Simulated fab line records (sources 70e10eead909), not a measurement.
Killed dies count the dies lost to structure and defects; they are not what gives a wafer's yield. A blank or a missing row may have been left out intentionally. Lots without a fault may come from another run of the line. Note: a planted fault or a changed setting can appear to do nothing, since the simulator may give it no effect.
Which tool was responsible?	flow nand-harc	63 wafers from 21 lots sampled at 6 of the route's 1159 steps

== WHAT THE GAUGES SHOWED, per wafer ==
No reading from a measuring or inspecting step in the record can be judged against a usual standard deviation.

== EACH LOT AND THE TOOL THAT RAN IT (in order: tool; ch and the chambers of the sampled wafers; start) ==
lot	NHARC_A_STAIRCASE_TRIM_229	NHARC_A_STAIRCASE_TRIM_233	NHARC_A_STAIRCASE_ETCH_452	NHARC_A_STAIRCASE_STRIP_316	NHARC_A_STAIRCASE_ALD_415	NHARC_A_STAIRCASE_DESCUM_443
L075	rie-diel-06 ch 0,3, day 11 11:20	rie-diel-06 ch 0,2,3, day 12 03:28 or earlier	rie-diel-12 ch 1,2,3, day 12 03:28 or earlier	rie-diel-06 ch 0,2, day 12 03:28 or earlier	ald-hk-02 ch 0,1,3, day 12 03:28	rie-diel-12 ch 1,2,3, day 13 16:48
L076	rie-diel-06 ch 1,2, day 11 19:04	rie-diel-06 ch 0,1,2, day 12 09:44 or earlier	rie-diel-08 ch 0,1,3, day 12 09:44 or earlier	rie-diel-08 ch 0,2,3, day 12 09:44 or earlier	ald-hk-04 ch 0,1, day 12 09:44	rie-diel-06 ch 0,1,2, day 14 08:06
L078	rie-diel-12 ch 0,1, day 12 02:31	rie-diel-12 ch 1,2,3, day 12 19:46 or earlier	rie-diel-12 ch 1,3, day 12 19:46 or earlier	rie-diel-12 ch 0,3, day 12 19:46 or earlier	ald-hk-03 ch 0,3, day 12 19:46	rie-diel-12 ch 1,3, day 14 08:21
L077	rie-diel-06 ch 0,2,3, day 12 02:44	rie-diel-06 ch 1,2, day 12 17:26 or earlier	rie-diel-06 ch 0,1,3, day 12 17:26 or earlier	rie-diel-08 ch 1,2,3, day 12 17:26 or earlier	ald-hk-03 ch 0,1,2, day 12 17:26	rie-diel-08 ch 1,3, day 14 07:56
L080	rie-diel-08 ch 2,3, day 12 08:34	rie-diel-08 ch 0,2,3, day 13 00:39 or earlier	rie-diel-06 ch 0,1,2, day 13 00:39 or earlier	rie-diel-12 ch 0,2,3, day 13 00:39 or earlier	ald-hk-03 ch 0,1, day 13 00:39	rie-diel-06 ch 1,2,3, day 14 15:25
L079	rie-diel-08 ch 1,2,3, day 12 10:04	rie-diel-08 ch 1,2,3, day 13 00:49 or earlier	rie-diel-12 ch 0,1,3, day 13 00:49 or earlier	rie-diel-08 ch 2,3, day 13 00:49 or earlier	ald-hk-04 ch 0,3, day 13 00:49	rie-diel-12 ch 0,1, day 14 15:34
L082	rie-diel-08 ch 0,2,3, day 12 21:13	rie-diel-08 ch 0,2,3, day 13 12:41 or earlier	rie-diel-06 ch 0,1, day 13 12:41 or earlier	rie-diel-06 ch 0,2, day 13 12:41 or earlier	ald-hk-03 ch 1,2,3, day 13 12:41	rie-diel-06 ch 2,3, day 15 04:55
L083	rie-diel-06 ch 2,3, day 12 22:55	rie-diel-06 ch 0,2,3, day 13 15:17 or earlier	rie-diel-08 ch 2,3, day 13 15:17 or earlier	rie-diel-12 ch 2,3, day 13 15:17 or earlier	ald-hk-04 ch 1,2,3, day 13 15:17	rie-diel-08 ch 0,3, day 15 04:45
L081	rie-diel-06 ch 0,1,2, day 13 07:10	rie-diel-06 ch 0,1,3, day 13 23:23 or earlier	rie-diel-12 ch 1,2,3, day 13 23:23 or earlier	rie-diel-06 ch 0,2,3, day 13 23:23 or earlier	ald-hk-04 ch 0,1,3, day 13 23:23	rie-diel-08 ch 1,3, day 15 16:31
L085	rie-diel-12 ch 0,2,3, day 13 19:26	rie-diel-12 ch 0,2,3, day 14 10:30 or earlier	rie-diel-06 ch 2,3, day 14 10:30 or earlier	rie-diel-08 ch 0,1, day 14 10:30 or earlier	ald-hk-03 ch 1,2, day 14 10:30	rie-diel-08 ch 0,1, day 16 03:26
L084	rie-diel-12 ch 0,1,2, day 13 20:17	rie-diel-12 ch 0,1, day 14 11:56 or earlier	rie-diel-08 ch 2,3, day 14 11:56 or earlier	rie-diel-12 ch 0,2,3, day 14 11:56 or earlier	ald-hk-03 ch 1,2, day 14 11:56	rie-diel-06 ch 0,2, day 16 03:17
L086	rie-diel-08 ch 0,1,3, day 14 10:42	rie-diel-08 ch 1,2,3, day 15 00:44 or earlier	rie-diel-08 ch 1,2,3, day 15 00:44 or earlier	rie-diel-08 ch 0,2,3, day 15 00:44 or earlier	ald-hk-03 ch 0,1,3, day 15 00:44	rie-diel-12 ch 0,1, day 16 13:52
L087	rie-diel-08 ch 1,2,3, day 14 11:05	rie-diel-08 ch 1,2,3, day 15 01:44 or earlier	rie-diel-08 ch 0,2, day 15 01:44 or earlier	rie-diel-06 ch 1,3, day 15 01:44 or earlier	ald-hk-04 ch 0,2,3, day 15 01:44	rie-diel-08 ch 0,2,3, day 16 13:42
L088	rie-diel-12 ch 1,2,3, day 14 15:25	rie-diel-12 ch 1,2,3, day 15 08:36 or earlier	rie-diel-08 ch 1,2, day 15 08:36 or earlier	rie-diel-12 ch 0,3, day 15 08:36 or earlier	ald-hk-04 ch 0,1, day 15 08:36	rie-diel-08 ch 0,1, day 16 23:41
L089	rie-diel-06 ch 1,2, day 14 23:25	rie-diel-06 ch 1,2, day 15 14:33 or earlier	rie-diel-06 ch 0,3, day 15 14:33 or earlier	rie-diel-12 ch 2,3, day 15 14:33 or earlier	ald-hk-04 ch 0,1,3, day 15 14:33	rie-diel-06 ch 0,1,3, day 17 00:03
L091	rie-diel-08 ch 0,1,2, day 15 11:23	rie-diel-08 ch 0,1,3, day 16 04:05 or earlier	rie-diel-08 ch 2,3, day 16 04:05 or earlier	rie-diel-08 ch 1,3, day 16 04:05 or earlier	ald-hk-02 ch 0,1,2, day 16 04:05	rie-diel-06 ch 0,3, day 17 18:41
L093	rie-diel-08 ch 1,2,3, day 15 15:08	rie-diel-08 ch 0,1,3, day 16 05:56 or earlier	rie-diel-12 ch 0,1,3, day 16 05:56 or earlier	rie-diel-12 ch 0,2,3, day 16 05:56 or earlier	ald-hk-04 ch 0,2,3, day 16 05:56	rie-diel-08 ch 0,1,2, day 17 18:07
L092	rie-diel-06 ch 0,3, day 15 15:56	rie-diel-06 ch 0,1,2, day 16 07:38 or earlier	rie-diel-12 ch 0,3, day 16 07:38 or earlier	rie-diel-12 ch 0,1, day 16 07:38 or earlier	ald-hk-02 ch 0,2, day 16 07:38	rie-diel-06 ch 0,1, day 17 18:38
L095	rie-diel-12 ch 0,2,3, day 16 02:03	rie-diel-12 ch 1,2, day 16 18:49 or earlier	rie-diel-12 ch 2,3, day 16 18:49 or earlier	rie-diel-08 ch 0,2,3, day 16 18:49 or earlier	ald-hk-03 ch 2,3, day 16 18:49	rie-diel-08 ch 0,1,2, day 18 05:33
L097	rie-diel-06 ch 0,1,2, day 16 18:01	rie-diel-06 ch 0,2,3, day 17 09:22 or earlier	rie-diel-08 ch 2,3, day 17 09:22 or earlier	rie-diel-08 ch 0,1, day 17 09:22 or earlier	ald-hk-04 ch 0,3, day 17 09:22	rie-diel-12 ch 0,3, day 19 00:22
L096	rie-diel-08 ch 0,1,2, day 17 02:29	rie-diel-08 ch 1,3, day 17 18:21 or earlier	rie-diel-12 ch 1,2,3, day 17 18:21 or earlier	rie-diel-06 ch 1,3, day 17 18:21 or earlier	ald-hk-04 ch 0,2,3, day 17 18:21	rie-diel-08 ch 0,2,3, day 19 10:50
- NHARC_A_STAIRCASE_TRIM_229: chemistry O2, time 211.2 s.
- NHARC_A_STAIRCASE_TRIM_233: chemistry O2, time 211.2 s.
- NHARC_A_STAIRCASE_ETCH_452: etches the open film in CF4/O2, target depth 30 nm, overetch 3 nm, time 16.5 s.
- NHARC_A_STAIRCASE_STRIP_316: strips in O2.
- NHARC_A_STAIRCASE_ALD_415: deposits SiO2, target thk 30 nm, pulse time 6 s, ald cycles 300.
- NHARC_A_STAIRCASE_DESCUM_443: chemistry O2, time 3 s.

== WHAT THE TOOLS THEMSELVES READ (means of the sampled wafers that have a number; where no wafer has one, the mark that the record gives instead) ==
NHARC_A_STAIRCASE_TRIM_229. Usual: drypump-motor-current-A 5.8 A, standard deviation 0.49; oes-product-au 0.997 a.u., standard deviation 0.01; rf-vpp-V 57.7 V, standard deviation 0.85; showerhead-plenum-p-Torr 3.54 Torr, standard deviation 0.12; throttle-valve-pct 17.036 %, standard deviation 0.0095.
lot	tool	drypump-motor-current-A (A)	oes-product-au (a.u.)	rf-vpp-V (V)	showerhead-plenum-p-Torr (Torr)	throttle-valve-pct (%)	flag
L075	rie-diel-06	5.5	0.997	57.5	3.55	17.037	
L076	rie-diel-06	6.1	1.001	57.5	3.62	17.036	
L078	rie-diel-12	6.0	0.980	57.8	3.61	17.036	
L077	rie-diel-06	5.9	1.004	57.5	3.59	17.036	
L080	rie-diel-08	5.6	1.011	56.9	3.37	17.032	
L079	rie-diel-08	5.9	0.991	57.5	3.49	17.040	
L082	rie-diel-08	5.6	1.004	57.8	3.40	17.042	
L083	rie-diel-06	6.1	1.008	57.6	3.62	17.044	
L081	rie-diel-06	5.8	0.998	56.9	3.57	17.036	
L085	rie-diel-12	5.3	0.991	57.9	3.49	17.031	
L084	rie-diel-12	5.8	0.991	57.8	3.56	17.039	
L086	rie-diel-08	5.9	0.994	56.9	3.52	17.032	
L087	rie-diel-08	5.9	0.999	57.5	3.49	17.040	
L088	rie-diel-12	5.4	0.994	57.5	3.53	17.026	
L089	rie-diel-06	6.0	1.001	58.1	3.61	17.030	
L091	rie-diel-08	6.1	1.003	57.3	3.47	17.028	
L093	rie-diel-08	5.9	1.002	57.7	3.48	17.034	
L092	rie-diel-06	5.8	0.997	57.0	3.59	17.039	
L095	rie-diel-12	5.4	0.997	58.3	3.48	17.049	
L097	rie-diel-06	5.7	0.996	57.7	3.55	17.039	
L096	rie-diel-08	6.1	1.002	58.6	3.46	17.040	

NHARC_A_STAIRCASE_TRIM_233. Usual: drypump-motor-current-A 5.7 A, standard deviation 0.49; oes-product-au 0.997 a.u., standard deviation 0.01; rf-vpp-V 57.7 V, standard deviation 0.81; showerhead-plenum-p-Torr 3.53 Torr, standard deviation 0.12; throttle-valve-pct 17.037 %, standard deviation 0.0095.
lot	tool	drypump-motor-current-A (A)	oes-product-au (a.u.)	rf-vpp-V (V)	showerhead-plenum-p-Torr (Torr)	throttle-valve-pct (%)	flag
L075	rie-diel-06	5.8	1.009	56.8	3.59	17.043	
L076	rie-diel-06	5.7	0.994	57.7	3.58	17.039	
L078	rie-diel-12	5.4	0.995	56.7	3.54	17.035	
L077	rie-diel-06	6.1	1.007	57.8	3.62	17.039	
L080	rie-diel-08	5.6	1.005	57.7	3.40	17.034	
L079	rie-diel-08	5.9	1.011	57.8	3.49	17.036	
L082	rie-diel-08	5.6	1.003	57.3	3.40	17.036	
L083	rie-diel-06	5.8	0.998	58.3	3.58	17.052	
L081	rie-diel-06	5.7	0.997	57.7	3.60	17.031	
L085	rie-diel-12	5.4	1.000	58.0	3.49	17.046	
L084	rie-diel-12	5.9	0.982	57.3	3.56	17.032	
L086	rie-diel-08	5.9	0.998	57.2	3.49	17.039	
L087	rie-diel-08	5.8	0.993	57.8	3.49	17.038	
L088	rie-diel-12	5.4	0.990	57.8	3.52	17.031	
L089	rie-diel-06	6.0	0.999	58.1	3.62	17.033	
L091	rie-diel-08	5.9	0.993	57.2	3.51	17.038	
L093	rie-diel-08	5.9	0.993	58.0	3.51	17.044	
L092	rie-diel-06	5.7	1.000	57.8	3.56	17.045	
L095	rie-diel-12	5.8	0.996	58.8	3.60	17.036	
L097	rie-diel-06	5.8	0.999	57.9	3.56	17.030	
L096	rie-diel-08	5.7	0.999	57.7	3.52	17.043	

NHARC_A_STAIRCASE_ETCH_452. Usual: drypump-motor-current-A 5.7 A, standard deviation 0.5; oes-product-au 0.997 a.u., standard deviation 0.01; rf-vpp-V 197.6 V, standard deviation 1.4; showerhead-plenum-p-Torr 1.33 Torr, standard deviation 0.048; throttle-valve-pct 13.397 %, standard deviation 0.0092.
lot	tool	drypump-motor-current-A (A)	oes-product-au (a.u.)	rf-vpp-V (V)	showerhead-plenum-p-Torr (Torr)	throttle-valve-pct (%)	flag
L075	rie-diel-12	5.4	0.988	197.8	1.34	13.389	
L076	rie-diel-08	5.8	0.987	197.4	1.33	13.394	
L078	rie-diel-12	5.6	0.991	198.1	1.36	13.405	
L077	rie-diel-06	5.7	0.998	198.2	1.36	13.395	
L080	rie-diel-06	5.7	1.001	197.2	1.35	13.387	
L079	rie-diel-12	5.5	0.997	198.0	1.34	13.393	
L082	rie-diel-06	5.7	0.988	197.8	1.36	13.392	
L083	rie-diel-08	5.4	1.006	197.4	1.29	13.395	
L081	rie-diel-12	5.4	0.993	198.5	1.34	13.398	
L085	rie-diel-06	6.1	1.002	198.3	1.37	13.403	
L084	rie-diel-08	5.4	1.007	196.9	1.29	13.407	
L086	rie-diel-08	5.9	0.997	196.1	1.32	13.393	
L087	rie-diel-08	5.8	1.001	196.2	1.27	13.396	
L088	rie-diel-08	6.3	0.991	198.1	1.35	13.399	
L089	rie-diel-06	5.8	1.003	198.7	1.36	13.398	
L091	rie-diel-08	5.6	1.006	195.7	1.27	13.408	
L093	rie-diel-12	5.5	0.983	198.0	1.33	13.393	
L092	rie-diel-12	5.4	0.997	197.8	1.32	13.398	
L095	rie-diel-12	5.2	1.004	196.4	1.32	13.386	
L097	rie-diel-08	5.6	1.008	196.3	1.26	13.398	
L096	rie-diel-12	5.4	0.992	198.6	1.33	13.408	

NHARC_A_STAIRCASE_STRIP_316. Usual: drypump-motor-current-A 5.7 A, standard deviation 0.49; oes-product-au 0.997 a.u., standard deviation 0.01; rf-vpp-V 57.8 V, standard deviation 0.84; showerhead-plenum-p-Torr 3.51 Torr, standard deviation 0.12; throttle-valve-pct 17.037 %, standard deviation 0.009.
lot	tool	drypump-motor-current-A (A)	oes-product-au (a.u.)	rf-vpp-V (V)	showerhead-plenum-p-Torr (Torr)	throttle-valve-pct (%)	flag
L075	rie-diel-06	5.6	1.002	57.8	3.52	17.035	
L076	rie-diel-08	5.6	1.002	57.6	3.40	17.039	
L078	rie-diel-12	5.5	0.996	58.3	3.49	17.039	
L077	rie-diel-08	5.9	1.008	58.6	3.49	17.030	
L080	rie-diel-12	5.3	0.997	57.2	3.49	17.038	
L079	rie-diel-08	5.6	1.003	57.4	3.37	17.039	
L082	rie-diel-06	5.5	0.992	57.7	3.51	17.037	
L083	rie-diel-12	5.2	0.996	57.8	3.49	17.036	
L081	rie-diel-06	5.9	0.998	57.8	3.58	17.033	
L085	rie-diel-08	6.1	0.998	57.2	3.50	17.039	
L084	rie-diel-12	5.3	0.994	57.1	3.48	17.041	
L086	rie-diel-08	5.6	1.001	57.7	3.39	17.040	
L087	rie-diel-06	6.1	0.987	58.5	3.65	17.038	
L088	rie-diel-12	5.5	0.988	57.5	3.48	17.028	
L089	rie-diel-12	5.0	1.000	58.1	3.45	17.029	
L091	rie-diel-08	5.7	0.997	58.1	3.53	17.034	
L093	rie-diel-12	5.4	0.997	58.1	3.48	17.040	
L092	rie-diel-12	5.9	0.976	58.8	3.59	17.048	
L095	rie-diel-08	5.6	0.995	56.4	3.38	17.044	
L097	rie-diel-08	6.3	1.005	57.4	3.58	17.037	
L096	rie-diel-06	6.0	0.993	58.3	3.64	17.032	

NHARC_A_STAIRCASE_ALD_415. Usual: heater-power-w 470 W, standard deviation 54; precursor-pulse-height-rel 1.001, standard deviation 0.02.
lot	tool	heater-power-w (W)	precursor-pulse-height-rel	flag
L075	ald-hk-02	444	1.003	
L076	ald-hk-04	508	1.003	
L078	ald-hk-03	387	1.000	
L077	ald-hk-03	470	0.983	
L080	ald-hk-03	448	1.011	
L079	ald-hk-04	520	1.017	
L082	ald-hk-03	445	0.992	
L083	ald-hk-04	482	1.019	
L081	ald-hk-04	510	0.993	
L085	ald-hk-03	468	1.003	
L084	ald-hk-03	501	0.980	
L086	ald-hk-03	428	1.010	
L087	ald-hk-04	487	0.994	
L088	ald-hk-04	517	0.984	
L089	ald-hk-04	514	1.003	
L091	ald-hk-02	465	1.029	
L093	ald-hk-04	492	0.991	
L092	ald-hk-02	487	0.997	
L095	ald-hk-03	415	0.997	
L097	ald-hk-04	537	1.026	
L096	ald-hk-04	497	1.013	

NHARC_A_STAIRCASE_DESCUM_443. Usual: drypump-motor-current-A 5.7 A, standard deviation 0.48; oes-product-au 0.995 a.u., standard deviation 0.0099; rf-vpp-V 57.9 V, standard deviation 0.85; showerhead-plenum-p-Torr 1.91 Torr, standard deviation 0.069; throttle-valve-pct 11.312 %, standard deviation 0.0089.
lot	tool	drypump-motor-current-A (A)	oes-product-au (a.u.)	rf-vpp-V (V)	showerhead-plenum-p-Torr (Torr)	throttle-valve-pct (%)	flag
L075	rie-diel-12	5.4	0.990	57.8	1.92	11.315	
L076	rie-diel-06	5.7	0.993	57.8	1.93	11.318	
L078	rie-diel-12	5.6	0.983	57.8	1.94	11.316	
L077	rie-diel-08	6.1	0.990	57.7	1.96	11.303	
L080	rie-diel-06	6.0	0.990	58.7	1.97	11.323	
L079	rie-diel-12	5.9	0.984	58.1	1.95	11.322	
L082	rie-diel-06	6.1	1.007	57.4	1.96	11.314	
L083	rie-diel-08	5.4	0.995	57.7	1.86	11.308	
L081	rie-diel-08	5.7	0.995	58.5	1.91	11.310	
L085	rie-diel-08	6.2	1.004	57.8	1.95	11.311	
L084	rie-diel-06	5.5	0.991	57.8	1.90	11.317	
L086	rie-diel-12	5.9	0.988	58.5	1.95	11.315	
L087	rie-diel-08	5.6	0.997	58.1	1.83	11.306	
L088	rie-diel-08	6.0	1.002	58.2	1.89	11.311	
L089	rie-diel-06	5.7	0.992	58.1	1.94	11.319	
L091	rie-diel-06	5.5	0.997	58.1	1.91	11.308	
L093	rie-diel-08	6.0	0.998	57.4	1.87	11.317	
L092	rie-diel-06	5.4	0.992	58.0	1.90	11.315	
L095	rie-diel-08	6.1	1.001	58.1	1.87	11.318	
L097	rie-diel-12	5.1	1.006	58.0	1.86	11.317	
L096	rie-diel-08	5.6	1.004	57.4	1.82	11.318	

== THE ANSWER, worked out from the rows above alone ==
Rule: lot off if the mean of its wafers having a number is beyond 3 standard deviations from the usual mean. Also off: a lot with no number at a reading for which 4 or more lots have one. The other lots that the step has rows for count as sound. After the gauges, taken in route order, come the tools' own readings; for these a lot's mean is taken, as printed above. At the first step where some lot is off, the reading lying furthest off is the one used; lots without a number count as furthest.
No lot is off at any reading shown: from this, nothing can be told.

== WHAT THE SIMULATOR HAD PUT IN ==
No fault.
